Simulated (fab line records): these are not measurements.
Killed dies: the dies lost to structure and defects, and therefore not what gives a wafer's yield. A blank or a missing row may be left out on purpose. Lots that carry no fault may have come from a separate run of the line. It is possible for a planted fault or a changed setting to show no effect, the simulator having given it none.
fab line records	flow n5-finfet
record lots=6	wafers=18	last-day=18
route steps=1938 shown BEOL_M11@1582 PASSIVATION@1936
lots with no fault: from the same line, run without faults
start-h: hours from the record's first day to the start of the lot's first wafer shown	wait-h: hours since the lot's step before	" identical to the entry in the row above	L1.1+2: a row that stands for several wafers	- no value, or no start was given	* or withheld: withheld	< > ~ a bound
route shown NAME@n: names a module that has steps shown in the file, with the first one's number in the route	usual: the fault-free wafers' mean and standard deviation	same: alike in all rows	chamber/n: place in a boat	sites: readings site by site	_std_site: how widely they spread, as a standard deviation	_edge_site: outer sites' mean less inner sites'	radius-mm: how far each site lies from the wafer's centre	mask NAME#n: copy n	behind: tool/chamber where the wafer was last shaped	hold: what put the lot on hold/how long, in hours/how the hold closed	device: transistor that didn't switch, given as n, p or np	end of line: the same wafers' tests at the end of the route	a step without rows: its recipe alone	killed: the dies lost at the first sort to structure and to defects; this is not the yield of the wafer	map: dies across one wafer; x = killed, . = not, _ = none there
set.NAME: the run value of the setting; set.NAME@STEP: its run value at that earlier step	model.NAME: the simulator's own value behind a step, which no gauge read
lots at some steps of the route; a table a step, a row a wafer
services: a tool's chamber out of use, with start hour (start-h, from the record's first day; less than 0 if before it), hours out, and reason
## steps
# step N5_BEOL_M11_HM_STRIP_39
# recipe chemistry=peroxide-tin-strip	material=TiN	target-depth-a=250	temp-c=50	time-s=158
# step N5_BEOL_M11_SRD_40
# recipe time-s=30	temp-c=23	rinse-liquid=diw	dry=ipa-marangoni
# step N5_BEOL_M11_PRECLEAN_42
# recipe chemistry=residue-remover	time-s=60	temp-c=40
# step N5_BEOL_M11_SRD_43
# recipe time-s=30	temp-c=23	rinse-liquid=diw	dry=ipa-marangoni
# step N5_BEOL_M11_CD_MEAS_35
# recipe target-cd-nm=70	polarity=opening
# usual cd-nm=69.4/0.95
lot.wafer	tool	chamber	start-h	wait-h	cd-nm
L172.3	cd-sem-02	-	250.24	0.0	69.9
L172.4	"	-	"	"	68.5
L172.5	"	-	"	"	69.2
L178.1	cd-sem-01	-	295.85	0.0	69.1
L178.3	"	-	"	"	69.7
L178.6	"	-	"	"	70.7
L181.1	cd-sem-03	-	311.05	0.0	69.3
L181.2	"	-	"	"	68.8
L181.6	"	-	"	"	70.2
L190.2	cd-sem-03	-	379.04	0.0	69.4
L190.4	"	-	"	"	71.3
L190.6	"	-	"	"	71.3
L193.1	cd-sem-02	-	390.62	0.0	71.1
L193.4	"	-	"	"	68.9
L193.6	"	-	"	"	69.6
L192.1	cd-sem-01	-	392.66	0.0	68.5
L192.2	"	-	"	"	69.5
L192.4	"	-	"	"	69.1
# step N5_BEOL_M11_CURE_72
# recipe temp-c=370	time-s=120	ambient=DMADMS/He	material=SiCOH_lowk
# usual lamp-power-pct=52.31/0.056	wafer_temp_C_max=371.7/0.66
lot.wafer	tool	chamber	start-h	wait-h	lamp-power-pct	wafer_temp_C_max
L172.3	uv-cure-03	1	250.38	0.1	52.33	370.7
L172.4	"	1	"	"	52.31	371.4
L172.5	"	1	"	"	52.28	370.9
L178.1	uv-cure-01	2	296.07	0.2	52.29	371.3
L178.3	"	2	"	"	52.40	372.6
L178.6	"	2	"	"	52.30	372.4
L181.1	uv-cure-03	0	311.57	0.5	52.30	371.5
L181.2	"	0	"	"	52.27	371.5
L181.6	"	0	"	"	52.36	371.6
L190.2	uv-cure-02	1	379.13	0.1	52.37	371.6
L190.4	"	1	"	"	52.22	372.3
L190.6	"	1	"	"	52.30	372.8
L193.1	uv-cure-03	0	390.66	0.0	52.33	371.7
L193.4	"	0	"	"	52.25	370.4
L193.6	"	0	"	"	52.29	371.1
L192.1	uv-cure-03	2	392.70	0.0	52.30	375.1
L192.2	"	2	"	"	52.32	374.1
L192.4	"	2	"	"	52.25	372.8
# step N5_BEOL_M11_DEGAS_44
# recipe ambient=vacuum	temp-c=250	time-s=60
# usual heater-power-w=326/31
lot.wafer	tool	chamber	start-h	wait-h	heater-power-w
L172.3	pvd-sputter-01	-	250.75	0.3	300
L172.4	"	-	"	"	360
L172.5	"	-	"	"	328
L178.1	pvd-sputter-01	-	298.00	1.9	297
L178.3	"	-	"	"	308
L178.6	"	-	"	"	339
L181.1	pvd-sputter-01	-	312.91	1.3	314
L181.2	"	-	"	"	302
L181.6	"	-	"	"	300
L190.2	pvd-sputter-01	-	379.50	0.3	359
L190.4	"	-	"	"	299
L190.6	"	-	"	"	333
L193.1	pvd-sputter-01	-	391.32	0.6	306
L193.4	"	-	"	"	340
L193.6	"	-	"	"	296
L192.1	pvd-sputter-03	-	393.20	0.4	353
L192.2	"	-	"	"	270
L192.4	"	-	"	"	343
# step N5_BEOL_M11_PRE_CLEAN_45
# recipe gas=H2/He	time-s=30	temp-c=250
# step N5_BEOL_M11_ALD_74
# recipe material=TaN	target-thk-a=20	temp-c=275	ald-precursor-family=PDMAT	ald-co-reactant=NH3	pressure-torr=3	carrier-flow-sccm=1500	pulse-time-s=2	purge-time-s=3	co-reactant-purge-time-s=2	co-reactant-pulse-time-s=3	ald-cycles=40	precursor-vessel-temp-c=75	precursor-vessel-pressure-torr=26.25	precursor-vessel-carrier-sccm=1000
# usual heater-power-w=427/60
lot.wafer	tool	chamber	start-h	wait-h	heater-power-w	since-wet-clean-h
L172.3	ald-metal-01	1	250.86	0.0	354	1452
L172.4	"	3	"	"	574	1452
L172.5	"	2	"	"	428	-
L178.1	ald-metal-03	0	298.10	0.0	432	4576
L178.3	"	3	"	"	462	4576
L178.6	"	2	"	"	373	-
L181.1	ald-metal-04	1	313.02	0.0	462	3053
L181.2	"	3	"	"	352	3053
L181.6	"	1	"	"	471	-
L190.2	ald-metal-01	1	379.83	0.3	359	1581
L190.4	"	3	"	"	572	1581
L190.6	"	2	"	"	418	-
L193.1	ald-metal-01	1	391.44	0.1	345	1593
L193.4	"	2	"	"	414	1593
L193.6	"	2	"	"	418	-
L192.1	ald-metal-03	0	393.30	0.0	419	4672
L192.2	"	2	"	"	372	4672
L192.4	"	3	"	"	443	4672
# step N5_BEOL_M11_SURFACE_TREAT_76
# recipe gas=Ar	time-s=*	ion-energy-ev=*	ion-current-ma-cm2=0.5	pressure-mtorr=*	ar-flow-sccm=30
# usual pressure-mtorr=*	throttle-valve-pct=*
lot.wafer	tool	chamber	start-h	wait-h	pressure-mtorr	throttle-valve-pct
L172.3	pvd-sputter-03	-	251.19	0.2	*	*
L172.4	"	-	"	"	*	*
L172.5	"	-	"	"	*	*
L178.1	pvd-sputter-01	-	298.44	0.2	*	*
L178.3	"	-	"	"	*	*
L178.6	"	-	"	"	*	*
L181.1	pvd-sputter-02	-	313.34	0.2	*	*
L181.2	"	-	"	"	*	*
L181.6	"	-	"	"	*	*
L190.2	pvd-sputter-01	-	381.96	2.0	*	*
L190.4	"	-	"	"	*	*
L190.6	"	-	"	"	*	*
L193.1	pvd-sputter-02	-	391.79	0.2	*	*
L193.4	"	-	"	"	*	*
L193.6	"	-	"	"	*	*
L192.1	pvd-sputter-03	-	393.60	0.2	*	*
L192.2	"	-	"	"	*	*
L192.4	"	-	"	"	*	*
# step N5_BEOL_M11_CVD_75
# recipe material=Co	target-thk-a=20	temp-c=withheld	precursor=CCTBA/H2	pressure-torr=30	time-s=138.9
# step N5_BEOL_M11_SPUTTER_48
# recipe material=Cu	target-thk-a=120	temp-c=-20	bias-v=60	power-w=26000	chamber-pressure-pa=0.13	time-s=2
# usual throttle-valve-pct=30.1/0.93
lot.wafer	tool	chamber	start-h	wait-h	throttle-valve-pct
L172.3	pvd-sputter-01	-	251.39	0.1	28.4
L172.4	"	-	"	"	31.1
L172.5	"	-	"	"	31.0
L178.1	pvd-sputter-01	-	298.66	0.1	28.2
L178.3	"	-	"	"	30.4
L178.6	"	-	"	"	30.7
L181.1	pvd-sputter-02	-	313.60	0.2	30.4
L181.2	"	-	"	"	29.9
L181.6	"	-	"	"	30.4
L190.2	pvd-sputter-01	-	382.14	0.1	28.0
L190.4	"	-	"	"	29.8
L190.6	"	-	"	"	29.9
L193.1	pvd-sputter-02	-	392.01	0.1	31.2
L193.4	"	-	"	"	29.9
L193.6	"	-	"	"	29.6
L192.1	pvd-sputter-01	-	393.77	0.1	31.0
L192.2	"	-	"	"	30.4
L192.4	"	-	"	"	28.2
# step N5_BEOL_M11_ECD_50
# recipe material=Cu	target-thk-a=3180
lot.wafer	tool	chamber	start-h	wait-h	model.Cu_of_BEOL_M11_ECD_50.thk-nm
L172.3	ecd-cu-01	1	251.54	0.1	317
L172.4	"	0	"	"	315.4
L172.5	"	1	"	"	320
L178.1	ecd-cu-01	0	298.78	0.1	168.2
L178.3	"	0	"	"	320.8
L178.6	"	0	"	"	316.8
L181.1	ecd-cu-01	0	313.72	0.1	164
L181.2	"	1	"	"	311.2
L181.6	"	1	"	"	316.4
L190.2+6	ecd-cu-02	1,0	382.25	0.1	318.2
L190.4	"	0	"	"	317.6
L193.1	ecd-cu-02	1	392.13	0.1	320.2
L193.4	"	0	"	"	317.6
L193.6	"	1	"	"	316.2
L192.1	ecd-cu-01	0	393.89	0.1	317.2
L192.2	"	1	"	"	316.4
L192.4	"	1	"	"	315.6
# step N5_BEOL_M11_ANNEAL_51
# recipe temp-c=225	time-s=90	ambient=N2
# step N5_BEOL_M11_CMP_52
# recipe stop-on=SiCOH_lowk	t-overpolish-s=7	down-force-psi=1	platen-rpm=50	clearing-platen-down-force-psi=1.5	clearing-platen-rpm=50	post-cmp-clean=cu-alkaline	target-thk-nm=140	clearing-platen-pad-velocity-m-s=0.99484	pad-velocity-m-s=0.99484
# usual clearing-platen-down-force-psi=1.500/0.0032	clearing-platen-rpm=50.004/0.027	motor-current-A=6.5/0.63	time-to-endpoint-s=67/3.9
lot.wafer	tool	chamber	start-h	wait-h	clearing-platen-down-force-psi	clearing-platen-rpm	motor-current-A	time-to-endpoint-s
L172.3	cmp-01	1	251.99	0.2	1.501	50.056	6.5	65
L172.4	"	2	"	"	1.503	49.967	6.9	70
L172.5	"	3	"	"	1.500	49.998	5.1	58
L178.3	cmp-02	1	299.46	0.2	1.496	49.973	5.7	69
L178.1	"	2	"	"	1.500	50.003	6.4	40
L178.6	"	0	"	"	1.505	49.925	6.2	66
L181.2	cmp-02	3	314.27	0.3	1.500	49.952	6.4	67
L181.1	"	0	"	"	1.503	49.967	6.3	37
L181.6	"	1	"	"	1.500	49.998	5.8	69
L190.4	cmp-02	0	385.80	0.1	1.503	50.022	6.5	68
L190.2	"	3	"	"	1.501	50.007	6.4	67
L190.6	"	0	"	"	1.501	49.994	6.7	67
L193.4	cmp-01	0	392.57	0.2	1.502	50.016	6.5	75
L193.1	"	2	"	"	1.499	50.028	7.0	75
L193.6	"	0	"	"	1.503	50.006	6.8	75
L192.1	cmp-04	1	394.73	0.3	1.503	49.982	7.3	65
L192.4	"	2	"	"	1.499	49.992	7.2	67
L192.2	"	3	"	"	1.503	49.979	5.6	67
# step N5_BEOL_M11_THK_MEAS_53
# recipe thk-meas-gauge=xrf	reads=Cu_of_BEOL_M11_ECD_50
# usual M11_THK=139/3.8
lot.wafer	tool	chamber	start-h	wait-h	M11_THK[nm]
L172.3	film-metro-01	-	252.21	-	140
L172.4	"	-	"	"	138
L172.5	"	-	"	"	134
L178.1	film-metro-02	-	299.68	-	137
L178.3	"	-	"	"	142
L178.6	"	-	"	"	136
L181.1	film-metro-01	-	314.49	-	142
L181.2	"	-	"	"	145
L181.6	"	-	"	"	139
L190.2	film-metro-02	-	386.10	-	144
L190.4	"	-	"	"	136
L190.6	"	-	"	"	144
L193.1	film-metro-02	-	392.83	-	135
L193.4	"	-	"	"	142
L193.6	"	-	"	"	144
L192.1	film-metro-02	-	395.02	-	142
L192.2	"	-	"	"	141
L192.4	"	-	"	"	134
# step N5_PASSIVATION_PROBE_49
# usual defect-limited-yield=91.1/1.4	killed_at_M0_to_M3=34/11	killed_at_M4_up=14/5.6	killed-at-contacts=13/5.9	killed-at-front-end=40/11	killed-at-other=4/3.1	killed-dies=105/16	killed-open=68/11	killed-short=34/8.4	sort_bin_5_function=5.2/0.86	sort_bin_6_memory=3.2/0.7	sort_bin_8_speed=0.1/1.1	sort-n-pass=1074/21	sort-yield-pct=91.0/1.8
# same gross-dies=1180	killed-at-back-side=0	sort_bin_4_leakage[%]=0
lot.wafer	tool	chamber	start-h	wait-h	defect-limited-yield[%]	killed_at_M0_to_M3	killed_at_M4_up	killed-at-contacts	killed-at-front-end	killed-at-other	killed-dies	killed-open	killed-short	sort_bin_5_function[%]	sort_bin_6_memory[%]	sort_bin_8_speed[%]	sort-n-pass	sort-yield-pct[%]
L172.3	prober-02	-	295.48	0.1	90.3	39	7	10	55	4	115	67	41	4.5	4.1	0	1065	90.3
L172.4	prober-02	-	295.53	0.2	90.2	30	21	11	44	10	116	82	34	5.3	4.5	0	1064	90.2
L172.5	prober-02	-	295.58	0.2	90.3	31	13	18	50	3	115	69	46	5.3	4.2	0	1065	90.3
L178.1	prober-02	-	344.63	0.5	92.5	36	22	11	18	2	89	70	18	4.3	2.9	0	1091	92.5
L178.3	prober-02	-	344.73	0.6	90.0	53	21	9	32	3	118	56	61	6.2	3.4	0	1062	90.0
L178.6	prober-02	-	344.88	0.8	90.8	43	19	16	27	4	109	77	27	5.6	3.5	0	1071	90.8
L181.1	prober-02	-	353.82	0.0	91.9	47	7	8	29	5	96	68	28	4.9	2.9	0	1084	91.9
L181.2	prober-02	-	353.87	0.1	90.8	38	22	8	36	4	108	76	30	5.6	3.4	0	1072	90.8
L181.6	prober-02	-	354.07	0.3	86.9	98	8	8	35	6	155	89	65	8.0	4.2	0	1025	86.9
L190.2	prober-02	-	429.68	1.3	89.9	28	15	24	52	0	119	76	38	5.9	3.5	0	1061	89.9
L190.4	prober-02	-	429.78	1.4	91.9	25	7	16	47	1	96	64	32	5.1	2.9	0	1084	91.9
L190.6	prober-02	-	429.88	1.5	93.5	14	16	5	42	0	77	50	24	4.2	2.2	0	1103	93.5
# killed by level:class
L172.3 FIN_SAQP:geometric-particle:open=12 BEOL_M2:geometric-particle:open=9 GATE_CUT:geometric-particle:short=8 BEOL_M0_SAQP:geometric-particle:short=8 STI_FIN_REVEAL:geometric-particle:open=7 MOL_CONTACT_COAG:geometric-particle:open=7 HKMG_FIN:area-etch=7 FIN_SAQP:geometric-particle:short=6
L172.4 FIN_SAQP:geometric-particle:open=17 MOL_CONTACT_COAG:geometric-particle:open=10 BEOL_M4:geometric-particle:open=9 BEOL_M2:geometric-particle:open=8 FIN_SAQP:geometric-particle:short=7 BEOL_M0_SAQP:geometric-particle:open=7 BEOL_M0_SAQP:geometric-particle:short=5 MIM_TOP_ETCH:geometric-particle:open=4
L172.5 MOL_CONTACT_COAG:geometric-particle:open=14 FIN_SAQP:geometric-particle:open=10 FIN_SAQP:geometric-particle:short=9 BEOL_M2:geometric-particle:open=9 GATE_CUT:geometric-particle:short=7 BEOL_M0_SAQP:geometric-particle:short=7 DUMMY_GATE:geometric-particle:open=6 BEOL_M0_SAQP:geometric-particle:open=5
L178.1 BEOL_M4:geometric-particle:open=14 BEOL_M0_SAQP:geometric-particle:open=11 MOL_CONTACT_COAG:geometric-particle:open=10 BEOL_M2:geometric-particle:open=6 BEOL_M0:geometric-particle:open=5 BEOL_M1:geometric-particle:open=5 FIN_SAQP:geometric-particle:open=4 BEOL_M0_SAQP:geometric-particle:short=4
L178.3 BEOL_M0_SAQP:geometric-particle:short=23 BEOL_M0_SAQP:geometric-particle:open=12 BEOL_M2:geometric-particle:short=8 STI_FIN_REVEAL:geometric-particle:open=8 BEOL_M4:geometric-particle:open=7 MOL_CONTACT_COAG:geometric-particle:open=6 FIN_SAQP:geometric-particle:short=5 BEOL_M1:geometric-particle:open=4
L178.6 MOL_CONTACT_COAG:geometric-particle:open=14 BEOL_M0_SAQP:geometric-particle:open=11 BEOL_M0_SAQP:geometric-particle:short=10 BEOL_M2:geometric-particle:open=8 STARTING-WAFER:geometric-particle:open=6 BEOL_M1:geometric-particle:open=6 STI_FIN_REVEAL:geometric-particle:open=5 BEOL_M3:geometric-particle:open=5
L181.1 BEOL_M1:geometric-particle:open=12 BEOL_M2:geometric-particle:open=11 BEOL_M0_SAQP:geometric-particle:open=11 FIN_SAQP:geometric-particle:short=7 DUMMY_GATE:geometric-particle:open=7 BEOL_M0_SAQP:geometric-particle:short=6 MOL_CONTACT_COAG:geometric-particle:open=4 MOL_CONTACT_COAG:geometric-particle:short=4
L181.2 BEOL_M4:geometric-particle:open=12 BEOL_M1:geometric-particle:open=9 BEOL_M0_SAQP:geometric-particle:open=8 BEOL_M2:geometric-particle:open=8 FIN_SAQP:geometric-particle:open=7 DUMMY_GATE:geometric-particle:open=7 GATE_CUT:geometric-particle:short=6 MOL_CONTACT_COAG:geometric-particle:open=5
L181.6 BEOL_M0_SAQP:geometric-particle:short=39 BEOL_M0_SAQP:geometric-particle:open=25 BEOL_M2:geometric-particle:open=15 FIN_SAQP:geometric-particle:short=8 BEOL_M3:geometric-particle:open=8 STI_FIN_REVEAL:geometric-particle:open=7 MOL_CONTACT_COAG:geometric-particle:open=7 BEOL_M1:geometric-particle:open=6
L190.2 MOL_CONTACT_COAG:geometric-particle:open=18 FIN_SAQP:geometric-particle:open=12 BEOL_M1:geometric-particle:open=8 GATE_CUT:geometric-particle:short=7 FIN_SAQP:geometric-particle:short=6 DUMMY_GATE:geometric-particle:open=6 MOL_CONTACT_COAG:geometric-particle:short=6 BEOL_M2:geometric-particle:open=6
L190.4 MOL_CONTACT_COAG:geometric-particle:open=14 FIN_SAQP:geometric-particle:open=9 BEOL_M0_SAQP:geometric-particle:short=7 FIN_SAQP:geometric-particle:short=6 BEOL_M2:geometric-particle:open=6 STI_FIN_REVEAL:geometric-particle:open=5 DUMMY_GATE:geometric-particle:open=4 SPACER0:geometric-particle:open=4
L190.6 FIN_SAQP:geometric-particle:open=12 FIN_SAQP:geometric-particle:short=7 BEOL_M3:geometric-particle:open=6 DUMMY_GATE:geometric-particle:open=5 BEOL_M4:geometric-particle:open=5 BEOL_M4:geometric-particle:short=5 STI_FIN_REVEAL:geometric-particle:open=4 GATE_CUT:geometric-particle:open=4
## services
tool	chamber	start-h	hours	kind
cmp-01	-	227.42	4.0	pm
cmp-04	-	230.79	1.2	repair
uv-cure-03	-	232.20	1.1	repair
cmp-04	-	244.92	0.5	repair
ecd-cu-01	-	245.37	6.1	repair
cmp-02	-	248.49	1.5	repair
cmp-01	-	262.00	1.7	repair
cmp-02	-	265.06	3.1	repair
ald-metal-01	-	273.22	0.2	repair
ald-metal-03	2	283.38	11.2	repair
ald-metal-01	-	283.58	2.8	pm
cmp-02	-	288.20	4.3	pm
cmp-04	-	292.27	0.3	repair
uv-cure-02	-	302.94	4.1	repair
uv-cure-02	-	309.14	21.6	repair
uv-cure-01	-	310.23	3.4	pm
ald-metal-04	-	313.28	6.0	pm
cmp-01	-	317.11	1.4	repair
cmp-04	-	328.18	6.2	pm
cmp-04	-	343.76	1.2	repair
ald-metal-01	2	364.02	10.9	repair
cmp-02	-	366.63	2.7	repair
ecd-cu-02	-	368.28	0.7	repair
uv-cure-01	-	377.99	1.2	repair
## key
first-sign step=N5_BEOL_M11_CMP_52	reading=time-to-endpoint-s	direction=down	sigmas=7.3	usual=*	struck=*
effect none on later readings
model-effect step=N5_BEOL_M11_ECD_50	value=Cu_of_BEOL_M11_ECD_50.thk-nm	without=319.5	struck=166.1
met-at N5_BEOL_M11_ECD_50
struck-wafers L178.1,L181.1
onset-between 251.54 298.78
fault kind=process-parameter-drift	tool=ecd-cu-01	chamber=-	onset-h=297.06	steps=N5_BEOL_M11_ECD_50	channel=target-thk-a	offset=*	shape=step	end-h=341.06	scope=struck-wafers-only	acts-in=*	stated=*
